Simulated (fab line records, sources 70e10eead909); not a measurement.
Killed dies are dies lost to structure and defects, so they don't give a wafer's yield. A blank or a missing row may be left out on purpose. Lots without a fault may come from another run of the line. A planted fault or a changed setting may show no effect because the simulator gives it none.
A struck lot beside a sound one | flow nand_harc | 14 steps out of a route of 1302
Sound: wafers L130.2, L130.4, L130.6. Struck: wafers L137.3, L137.6. (L137.4 of the same lot was not struck and is left out.) The cause comes at the end.
At each step with rows: each side's tool, then ch and its chambers, then its first start. Under that, the readings that differ: sound wafers | struck wafers | difference of the means | sigmas: that difference in standard deviations of wafers without a fault.
alike: readings whose means differ by less than 2 such deviations, and words and numbers that are the same on both sides. not compared: withheld readings, readings that some wafer has no value for, bounds like >300 that may hide the same value, and numbers for which the record gives no deviation and whose values overlap.
The two part at a step that has a row with sigmas, a row that says differs or no value, or rows on one side only. Numbers that don't overlap but have no deviation are shown without sigmas and don't part them. A reading that every wafer of one side lacks parts them only if that side has two wafers or more.

NHARC_A_WL_FILL_ALD_10: deposits SiO2, target thk 50 nm, pulse time 10 s, ald cycles 500.
  sound on ald_hk-01 ch 0,1,2, day 20 07:53; struck on ald_hk-03 ch 0, day 23 23:49
  alike: heater_power_w, precursor_pulse_height_rel
NHARC_A_WL_FILL_ETCHBACK_16: etches the open film in C4F8/O2/Ar, target depth 120 nm, time 24 s.
  sound on rie_diel-10 ch 1,3; struck on rie_diel-12 ch 0,3
  reading               | sound          | struck    | difference | sigmas
  oes_product_au (a.u.) | 1.00 1.02 1.00 | 0.92 0.92 | -0.09      | -3
  alike: rf_vpp_V
  not compared: rf_hours_counter_h
NHARC_A_WL_FILL_STRIP_29: strips in O2, time 20 s.
  sound on rie_diel-10 ch 1,2,3, day 20 12:38; struck on rie_diel-12 ch 0,3, day 24 07:37
  reading                     | sound       | struck  | difference | sigmas
  drypump_motor_current_A (A) | 6.0 6.2 5.7 | 4.8 5.1 | -1.0       | -3
  alike: oes_product_au, rf_vpp_V, showerhead_plenum_p_Torr, throttle_valve_pct
  not compared: rf_hours_counter_h
NHARC_A_WL_FILL_ETCHBACK_17: etches the open film in Cl2/BCl3, target depth 4 nm, time 26.7 s.
  sound on rie_metal-02 ch 0,1, day 20 12:44; struck on rie_metal-01 ch 0,1, day 24 07:44
  alike: drypump_motor_current_A, he_backside_leak_sccm, oes_product_au
  not compared: rf_hours_counter_h
then, 3 steps without rows for these wafers: NHARC_A_WL_FILL_PRECLEAN_18 (cleans in dHF, time 30 s); NHARC_A_WL_FILL_SRD_21; NHARC_A_WL_FILL_CVD_23 (deposits poly-Si, target thk 40 nm, time 800 s).
NHARC_A_WL_FILL_ETCHBACK_26: etches the open film in HBr, target depth 52 nm, time 13.3 s.
  sound on rie_si-05 ch 0,1, day 20 17:52; struck on rie_si-04 ch 1,3, day 24 14:21
  alike: drypump_motor_current_A, hbr_flow_sccm, he_backside_leak_sccm, oes_product_au, throttle_valve_pct
  not compared: rf_hours_counter_h
then, 3 steps without rows for these wafers: NHARC_A_WL_FILL_PRECLEAN_30 (cleans in dHF, time 10 s); NHARC_A_WL_FILL_SRD_14; NHARC_A_WL_FILL_ALD_19 (deposits TiN, target thk 2 nm, pulse time 3 s, ald cycles 100).
NHARC_A_WL_FILL_CVD_20: deposits W, target thk 100 nm, time 74 s.
  sound on cvd_w-01 ch 0,1, day 20 18:20; struck on cvd_w-01 ch 0, day 24 14:53
  reading                | sound          | struck    | difference | sigmas
  throttle_valve_pct (%) | 8.54 8.37 8.63 | 7.89 7.88 | -0.63      | -2
  alike: heater_power_w
NHARC_A_WL_FILL_CMP_12: polishes, t overpolish 30 s, target thk 100 nm.
  sound on cmp-01 ch 0,1, day 20 18:31; struck on cmp-01 ch 2,3, day 24 15:01
  reading                | sound    | struck | difference | sigmas
  time_to_endpoint_s (s) | 18 19 22 | 28 30  | +9         | +3
  alike: motor_current_A, overpolish_run_s
-- the record jumps here: 3 days lie between the struck wafers' starts before and after (it left off in module A_WL_FILL and takes up again in module END, whose first step shown is number 1302 of the route) --
NHARC_END_SORT_01:
  the record has rows for the struck wafers here (prober-02 ch 0, day 27 17:41) and none for the sound ones

WHERE THEY PART
First at NHARC_A_WL_FILL_ETCHBACK_16; last, within this record, at NHARC_END_SORT_01.

WHY: what the simulator had put in
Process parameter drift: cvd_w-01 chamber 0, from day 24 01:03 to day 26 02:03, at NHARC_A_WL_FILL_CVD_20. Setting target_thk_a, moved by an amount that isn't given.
